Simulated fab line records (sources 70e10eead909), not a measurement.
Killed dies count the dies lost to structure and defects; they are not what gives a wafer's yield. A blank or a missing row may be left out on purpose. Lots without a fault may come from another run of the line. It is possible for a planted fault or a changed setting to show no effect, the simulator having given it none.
Chamber matching    flow nand harc    4 sister chambers for NHARC_P_GATE_ALD_36 on ald sin-04
The step deposits SiNx, target thk 20 nm, pulse time 60 s, ald cycles 223. 20 wafers are shown with their chamber, then 10 later ones without.

== EACH WAFER AND ITS CHAMBER ==
wafer   chamber  heater power w (W)  precursor pulse height rel
L075.3  2        826                 1.036
L075.1  3        950                 1.031
L075.6  0        951                 0.956
L077.3  3        965                 0.990
L077.5  1        758                 1.002
L077.6  2        835                 0.973
L082.4  0        920                 0.988
L082.1  3        961                 0.981
L082.5  1        769                 1.017
L084.1  1        768                 0.964
L084.6  0        953                 1.031
L084.5  1        764                 0.999
L088.1  0        951                 1.016
L088.4  3        989                 1.001
L088.5  1        757                 0.995
L085.1  2        845                 0.985
L085.3  3        974                 1.000
L085.5  1        774                 0.992
L091.1  3        981                 1.003
L091.3  0        965                 0.968

SIGNATURES (means of the wafers above)
reading                     chamber 0  chamber 1  chamber 2  chamber 3  scatter within a chamber
heater power w              948.00     765.00     835.33     970.00     12.6
precursor pulse height rel  0.99180    0.99483    0.99800    1.00100    0.0239
Rule: a wafer's distance from a chamber is the root of the sum, over the readings, of the square of ((its reading less the chamber's mean) divided by the reading's scatter). The wafer belongs to the nearest chamber; if the next one is less than 2 further off, it can't be placed. The scatter: take each reading less its chamber's mean, square it, sum over the shown wafers, divide by the number of wafers less the number of chambers, and take the root.

== WAFERS WHOSE CHAMBER IS MISSING ==
wafer   heater power w (W)  precursor pulse height rel
L091.6  934                 1.013
L094.3  730                 1.009
L094.1  798                 1.023
L094.6  938                 1.009
L097.1  728                 1.034
L097.2  805                 1.000
L097.4  956                 1.019
L097.3  865                 0.959
L097.5  754                 0.992
L097.6  812                 0.972

== CHAMBER TAKEN BY EACH ==
wafer    from the rows above       in truth
L091.6   can't be placed: 0 or 3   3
L094.3   1                         1
L094.1   can't be placed: 1 or 2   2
L094.6   can't be placed: 0 or 3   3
L097.1   1                         1
L097.2   can't be placed: 2 or 1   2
L097.4   can't be placed: 0 or 3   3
L097.3   2                         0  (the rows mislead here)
L097.5   1                         1
L097.6   can't be placed: 2 or 1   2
Correctly placed: 3 of 10. From these rows, 6 cannot be placed; in 6 the true chamber is one of the candidates. Wrongly placed: 1.
